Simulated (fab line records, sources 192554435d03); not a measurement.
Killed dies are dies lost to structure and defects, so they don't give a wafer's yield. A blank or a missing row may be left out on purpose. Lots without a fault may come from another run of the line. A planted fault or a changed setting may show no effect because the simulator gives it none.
fab line records | flow n5_finfet
record lots=7 wafers=39
route steps=1938 shown WELL_APT@24 DUMMY_GATE@228 SD_EPI_N@267 HKMG_FIN@403 MOL_CONTACT_COAG@551 BEOL_M4@1111
start_h: hours from the record's first day to the start of the lot's first wafer shown | wait_h: hours since the lot's step before | " the same as in the row above | L1.1+2: a row that stands for several wafers | - no value, or no start given | * or withheld: withheld | < > ~ a bound
route shown NAME@n: a module of which the file shows steps, and the number in the route of the first | usual: mean/standard deviation of fault-free wafers | same: alike in all rows | chamber/n: place in a boat | sites: the reading at each site | _std_site: their standard deviation | _edge_site: outer sites' mean less inner sites' | radius_mm: how far each site lies from the wafer's centre | mask NAME#n: copy n | behind: the tool/chamber that last shaped the wafer | hold: why the lot was held/for how many hours/how that ended | device: the transistor (n, p or np) that didn't switch | end of line: the same wafers' tests at the end of the route | a step without rows: its recipe alone | killed: dies lost to structure and defects at the first sort, not the wafer's yield | map: a wafer's dies, x killed, . not, _ none there
set.NAME: the setting as run; set.NAME@STEP: as run at that earlier step | model.NAME: the simulator's own value behind a step, which no gauge read
lots whose settings were changed on purpose; a table a step, a row a wafer
## steps
# step N5_WELL_APT_EXPOSE_05
# recipe mask_id=NWELL na=0.8 source_shape=conventional sigma_outer=0.8 polarization=unpolarized defocus_nm=0 target_cd_nm=200 dose_mj=20.3
# step N5_WELL_APT_IMPLANT_15
# recipe species=As energy_kev=25 dose_cm2=1.5e+13 tilt_deg=0 rotation_deg=0
# step N5_WELL_APT_EPI_41
# recipe material=Si target_thk_a=500 temp_c=650 precursor=SiH4/H2 pressure_torr=20 time_s=297.7
# step N5_DUMMY_GATE_EXPOSE_12
# recipe mask_id=GATE na=0.33 source_shape=annular sigma_inner=0.2 sigma_outer=0.6 polarization=unpolarized target_cd_nm=25 dose_mj=34
# step N5_SD_EPI_N_EXPOSE_06
# recipe mask_id=SD_N_BLK na=1.35 source_shape=conventional sigma_outer=0.8 polarization=unpolarized target_cd_nm=120 dose_mj=39.75
# step N5_HKMG_FIN_ETCH_55
# recipe chemistry=N2/H2 target=SOC target_depth_a=2400 temp_c=40 time_s=300 ion_energy_ev=200 mask_material=SiARC pressure_mtorr=30 source_w=840 bias_w=150 n2_flow_sccm=200 h2_flow_sccm=200
# step N5_HKMG_FIN_ETCHBACK_68
# recipe chemistry=Cl2/Ar stop_on=HfO2 target_depth_a=5 pressure_mtorr=10 icp_w=600 bias_w=60 Cl2_flow_sccm=40 Ar_flow_sccm=60
# step N5_MOL_CONTACT_COAG_SPUTTER_130
# recipe material=Co target_thk_a=475 temp_c=25 chamber_pressure_pa=0.5 power_w=3000
# step N5_MOL_CONTACT_COAG_ETCH_47
# recipe chemistry=CH3F/O2 target=SiNx target_depth_a=270 mask_material=SiO2 stop_on=W over_etch_frac=0.2 ion_energy_ev=120 endpoint=OES-CN pressure_mtorr=30 source_w=395 bias_w=73 Ar_flow_sccm=150 CH3F_flow_sccm=30 O2_flow_sccm=20 ends=end_point
# step N5_BEOL_M4_RC_MEAS_101
# usual CJ_N=4.29/0.14 RS_PWELL=3009/22
# columns lot.wafer tool chamber start_h wait_h set.dose_mj@WELL_APT_EXPOSE_05 set.energy_kev@WELL_APT_IMPLANT_15 set.target_thk_a@WELL_APT_EPI_41 set.dose_mj@DUMMY_GATE_EXPOSE_12 set.dose_mj@SD_EPI_N_EXPOSE_06 set.h2_flow_sccm@HKMG_FIN_ETCH_55 set.target_depth_a@HKMG_FIN_ETCHBACK_68 set.target_thk_a@MOL_CONTACT_COAG_SPUTTER_130 set.over_etch_frac@MOL_CONTACT_COAG_ETCH_47 CJ_N RS_PWELL[ohm/sq]
L075.1 prober-02 0 228.07 0.0 20.3 25 518.4 34 39.75 200 4.299 475 0.2 4.08 2987
L075.2 " 0 " " 20.3 28.98 500 34 42.31 185.6 4.299 475 0.2 4.26 3043
L075.3 " 0 " " 20.3 28.98 500 34 39.75 185.6 4.299 543.3 0.2 4.45 3036
L075.4 " 0 " " 20.3 25 500 34 42.31 200 5 543.3 0.2 4.23 3022
L075.5 " 0 " " 20.3 28.98 518.4 34 39.75 200 5 543.3 0.2 4.08 2984
L075.6 " 0 " " 20.3 25 518.4 34 42.31 185.6 5 475 0.2 4.30 3013
L074.1 prober-01 0 230.79 0.0 18.91 21.32 500 34 37.54 213.4 5 475 0.2048 4.29 2987
L074.2 " 0 " " 18.91 25 469.6 35.16 37.54 200 5 475 0.2048 4.50 3057
L074.3 " 0 " " 18.91 21.32 469.6 34 37.54 200 5 408.4 0.2 4.68 3038
L074.4 " 0 " " 20.3 25 500 34 39.75 200 5 408.4 0.2 4.47 3001
L074.5 " 0 " " 20.3 21.32 500 35.16 39.75 213.4 5 475 0.2 4.49 2995
L074.6 " 0 " " 20.3 25 469.6 35.16 39.75 213.4 5 408.4 0.2048 4.61 3068
L085.3 prober-02 0 294.66 0.3 20.3 25 500 34 39.75 200 5 475 0.2 4.40 3037
L085.4 " 0 " " 20.3 25 500 34 39.75 200 5 475 0.2 4.22 3002
L085.6 " 0 " " 20.3 25 500 34 39.75 200 5 475 0.2 4.42 2993
L086.1 prober-02 0 300.21 0.0 18.98 25 476 32.82 39.75 200 5 475 0.1851 4.73 3052
L086.2 " 0 " " 20.3 28.01 476 34 39.75 200 5 519.7 0.1851 4.68 3020
L086.3 " 0 " " 20.3 25 500 34 39.75 200 5 475 0.2 4.33 3016
L086.4 " 0 " " 18.98 25 476 32.82 39.75 200 5 519.7 0.2 4.58 3046
L086.5 " 0 " " 20.3 28.01 500 32.82 39.75 200 5 519.7 0.1851 4.32 3032
L086.6 " 0 " " 18.98 28.01 500 34 39.75 200 5 475 0.2 4.39 3013
L084.1 prober-02 0 312.64 0.0 20.3 25 461.6 36.01 39.75 200 5 475 0.1915 4.60 3043
L084.2 " 0 " " 19.71 25 500 36.01 37.76 200 5 475 0.2 4.14 2981
L084.3 " 0 " " 19.71 22.42 500 34 39.75 200 5 475 0.2 4.22 2990
L084.4 " 0 " " 20.3 25 500 34 37.76 200 5 475 0.1915 3.92 3007
L084.5 " 0 " " 20.3 22.42 461.6 34 39.75 200 5 475 0.2 4.59 3043
L084.6 " 0 " " 19.71 22.42 461.6 36.01 37.76 200 5 475 0.1915 4.36 3041
L087.1 prober-02 0 323.11 0.0 19.41 27.9 500 34 39.75 200 5 475 0.2 4.14 3022
L087.2 " 0 " " 20.3 27.9 500 34 37.69 184.2 5 475 0.2043 4.30 3034
L087.3 " 0 " " 19.41 25 481.2 34 39.75 184.2 5 475 0.2043 4.59 3054
L087.4 " 0 " " 20.3 27.9 481.2 34 39.75 184.2 5 432.5 0.2 4.51 3039
L087.5 " 0 " " 20.3 25 500 34 37.69 200 5 432.5 0.2 4.38 3025
L087.6 " 0 " " 19.41 25 481.2 34 37.69 200 5 432.5 0.2043 4.53 3083
L096.1 prober-02 0 367.66 0.0 20.3 22.37 500 34 39.75 200 5.594 475 0.2064 4.39 2964
L096.2 " 0 " " 21.78 22.37 500 34 40.96 200 5 475 0.2 4.35 3009
L096.3 " 0 " " 21.78 22.37 475.8 34 40.96 200 5.594 434.4 0.2064 4.37 3024
L096.4 " 0 " " 20.3 25 500 34 40.96 200 5 434.4 0.2 4.15 3004
L096.5 " 0 " " 20.3 25 475.8 34 39.75 200 5 434.4 0.2064 4.59 3030
L096.6 " 0 " " 21.78 25 475.8 34 39.75 200 5.594 475 0.2 4.61 3026
## key
split step=N5_WELL_APT_EXPOSE_05 setting=dose_mj stated_as=20.3
response none clear
split step=N5_WELL_APT_IMPLANT_15 setting=energy_kev stated_as=25
response none clear
split step=N5_WELL_APT_EPI_41 setting=target_thk_a stated_as=500
response step=N5_BEOL_M4_RC_MEAS_101 reading=RS_PWELL slope=-7.57 per=1% together_with=all explained=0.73
response step=N5_BEOL_M4_RC_MEAS_101 reading=CJ_N slope=-0.048 per=1% together_with=all explained=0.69
split step=N5_DUMMY_GATE_EXPOSE_12 setting=dose_mj stated_as=34
response none clear
split step=N5_SD_EPI_N_EXPOSE_06 setting=dose_mj stated_as=39.75
response none clear
split step=N5_HKMG_FIN_ETCH_55 setting=h2_flow_sccm stated_as=200
response none clear
split step=N5_HKMG_FIN_ETCHBACK_68 setting=target_depth_a stated_as=5
response none clear
split step=N5_MOL_CONTACT_COAG_SPUTTER_130 setting=target_thk_a stated_as=475
response none clear
split step=N5_MOL_CONTACT_COAG_ETCH_47 setting=over_etch_frac stated_as=0.2
response none clear
